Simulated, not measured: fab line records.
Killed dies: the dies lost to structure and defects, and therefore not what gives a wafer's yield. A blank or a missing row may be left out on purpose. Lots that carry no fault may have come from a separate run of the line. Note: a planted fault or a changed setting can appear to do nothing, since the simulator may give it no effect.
Matching of chambers + flow nand_harc + NHARC_A_CONTACT_DEP_29 on pecvd-04 has 3 sister chambers
The step deposits SiON, target thk 70 nm. 16 wafers are shown with their chamber, then 8 later ones without.

EACH WAFER AND ITS CHAMBER
| wafer  | chamber | showerhead_vpp_V (V) | heater_power_w (W) |
|--------|---------|----------------------|--------------------|
| L297.1 | 2       | 1076                 | 578                |
| L297.2 | 0       | 1248                 | 616                |
| L297.3 | 1       | 1113                 | 987                |
| L298.2 | 2       | 1088                 | 645                |
| L298.3 | 1       | 1129                 | 892                |
| L298.4 | 2       | 1067                 | 631                |
| L302.1 | 1       | 1112                 | 874                |
| L302.4 | 2       | 1069                 | 533                |
| L302.5 | 0       | 1244                 | 660                |
| L306.1 | 2       | 1093                 | 640                |
| L306.5 | 0       | 1263                 | 659                |
| L306.6 | 1       | 1137                 | 915                |
| L316.1 | 1       | 1138                 | 822                |
| L316.2 | 0       | 1246                 | 627                |
| L316.6 | 0       | 1249                 | 638                |
| L317.1 | 0       | 1253                 | 626                |

SIGNATURES (averages over the wafers above)
| reading          | chamber 0 | chamber 1 | chamber 2 | scatter within a chamber |
|------------------|-----------|-----------|-----------|--------------------------|
| showerhead_vpp_V | 1250.50   | 1125.80   | 1078.60   | 10.4                     |
| heater_power_w   | 637.67    | 898.00    | 605.40    | 44.4                     |
Rule: for a wafer and a chamber, the distance is found by dividing, reading by reading, the gap between the wafer's reading and the chamber's mean by the reading's scatter, squaring, summing and taking the root. The wafer belongs to the nearest chamber; if the next one is less than 2 further off, it can't be placed. The scatter is the square root of a quotient: the sum, over the shown wafers, of each reading's squared deviation from its chamber's mean, divided by wafers minus chambers.

WAFERS MISSING THEIR CHAMBER
| wafer  | showerhead_vpp_V (V) | heater_power_w (W) |
|--------|----------------------|--------------------|
| L317.2 | 1088                 | 522                |
| L317.3 | 1123                 | 909                |
| L319.3 | 1130                 | 967                |
| L319.4 | 1261                 | 634                |
| L319.6 | 1053                 | 597                |
| L318.2 | 1071                 | 539                |
| L318.5 | 1228                 | 641                |
| L318.6 | 1059                 | 546                |

WHICH CHAMBER EACH WENT THROUGH
| wafer  | from the rows above | in truth |
|--------|---------------------|----------|
| L317.2 | 2                   | 2        |
| L317.3 | 1                   | 1        |
| L319.3 | 1                   | 1        |
| L319.4 | 0                   | 0        |
| L319.6 | 2                   | 2        |
| L318.2 | 2                   | 2        |
| L318.5 | 0                   | 0        |
| L318.6 | 2                   | 2        |
8 of 8 placed correctly. Number that these rows cannot place: 0. Number placed wrongly: 0.
